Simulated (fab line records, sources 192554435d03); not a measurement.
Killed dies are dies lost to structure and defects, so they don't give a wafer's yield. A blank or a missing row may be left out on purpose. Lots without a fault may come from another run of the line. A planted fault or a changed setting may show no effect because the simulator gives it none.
Problem report in the 8D (eight disciplines) form, filled by code | flow n5_finfet | the parts of the form that need people (team, actions taken, sign-off) are left out

1. THE PROBLEM
HMC_CMP_THK at N5_PMOS_HMC_CHANNEL_EPI_THK_MEAS_22 reads a mean of 59.3 nm on 6 wafers of 3 lots; wafers without a fault read 54.0 nm with a standard deviation of 1.1. That is +4.8 standard deviations from the usual mean.
First seen on wafer L532.2, day 5 15:26, on film_metro-01. The record holds 27 wafers of 9 lots with a number at this step. Rule for "out", or "out of limits": more than 4 standard deviations from the usual mean. The other wafers with a number count as sound.

2. WHAT IT IS AND WHAT IT IS NOT
question                    | is                                             | is not
which readings at this step | HMC_CMP_THK                                    | -
which lots                  | L532, L535, L536                               | L519, L521, L522, L537, L539, L540
which wafers of those lots  | L532.2, L532.4, L535.4, L536.1, L536.2, L536.4 | L532.3, L535.3, L535.6
read on which gauges        | film_metro-01, film_metro-02                   | -
when                        | from day 5 15:26                               | up to then (10 sound wafers); but 11 sound wafers of L535, L537, L539, L540 came after

3. SUSPECTS, AND WHAT RULES EACH OUT
Counting: a tool at a process step up to the reading stays a suspect if it ran every lot that is out. Sound lots after the first of them don't rule it out here, since some wafers of a struck lot are sound.
- the gauge at N5_PMOS_HMC_CHANNEL_EPI_THK_MEAS_22: ruled out. The wafers that are out were read on 2 gauges (film_metro-01, film_metro-02).
- rie_si-02 at N5_PMOS_HMC_CHANNEL_EPI_FIN_RECESS_16 (chemistry HBr/Cl2, target Si, target depth 54 nm, time 18 s): kept. It ran every lot that is out, first L532 (day 5 13:37); its last sound lot up to then is L519 (day 2 06:15). Its own readings are out on those wafers: oes_product_au.
Left after counting: rie_si-02 at N5_PMOS_HMC_CHANNEL_EPI_FIN_RECESS_16.

4. THE CAUSE (what the simulator had put in)
Process parameter drift: rie_si-02, from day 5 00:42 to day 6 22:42, at N5_PMOS_HMC_CHANNEL_EPI_FIN_RECESS_16. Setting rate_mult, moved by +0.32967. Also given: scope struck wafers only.
Counting left only this tool.

5. THE CHAIN OF EFFECTS, in route order
Each row: a reading whose mean over the struck wafers that have a number lies more than 3 standard deviations from the usual. Only readings for which the record gives a usual standard deviation are gone through. hours: the time from each lot's start at the first step in this table that gives one to its start at this step, as a median over the lots. sigmas: the change in usual standard deviations.
hours | step                                  | reading            | usual       | on struck wafers | change | sigmas
0     | N5_PMOS_HMC_CHANNEL_EPI_FIN_RECESS_16 | oes_product_au     | 1.005 a.u.  | 1.201            | +0.196 | +16
2     | N5_PMOS_HMC_CHANNEL_EPI_THK_MEAS_22   | HMC_CMP_THK        | 54.0 nm     | 59.3             | +5.3   | +4.8
172   | N5_BEOL_M4_RC_MEAS_101                | RS_NWELL           | 1037 ohm/sq | 1066             | +29    | +5.3
277   | N5_PASSIVATION_PROBE_49               | sort_bin_4_leakage | 0.00 %      | 92.40            | +92.40 | +99 or more
277   | N5_PASSIVATION_PROBE_49               | sort_n_pass        | 1082        | 0                | -1082  | -60
277   | N5_PASSIVATION_PROBE_49               | sort_yield_pct     | 91.7 %      | 0.0              | -91.7  | -61
The process steps in it:
- N5_PMOS_HMC_CHANNEL_EPI_FIN_RECESS_16: chemistry HBr/Cl2, target Si, target depth 54 nm, time 18 s.
- N5_PASSIVATION_PROBE_49
Readings that are blank on the struck wafers while sound wafers have them: CJ_P at N5_BEOL_M4_RC_MEAS_101; DIBL_P at N5_BEOL_M4_RC_MEAS_101; EOT_P at N5_BEOL_M4_RC_MEAS_101; IGATE_P at N5_BEOL_M4_RC_MEAS_101; IOFF_P at N5_BEOL_M4_RC_MEAS_101; IOFF_P_85C at N5_BEOL_M4_RC_MEAS_101; IOFF_P_LIN at N5_BEOL_M4_RC_MEAS_101; IOFF_P_LONG at N5_BEOL_M4_RC_MEAS_101; and 9 more.
Later measuring or inspecting steps at which every struck wafer that the step has a row for has a number for every such reading, and none has moved that far: N5_FIN_SAQP_CD_MEAS_16.

6. WHAT WOULD HAVE CAUGHT IT SOONER
In this record the first reading out of limits at a measuring or inspecting step was taken at day 5 15:26, 15 hours after the fault began at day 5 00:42.
The tool's own readings at N5_PMOS_HMC_CHANNEL_EPI_FIN_RECESS_16 were out on every struck wafer that the step has a row for (oes_product_au): an alarm limit on them would have fired on the first of those.
Of the lots that are out (3), L535, L536 began N5_PMOS_HMC_CHANNEL_EPI_FIN_RECESS_16 on rie_si-02 after day 5 15:26. A hold on the tool at that time would have spared those 2.
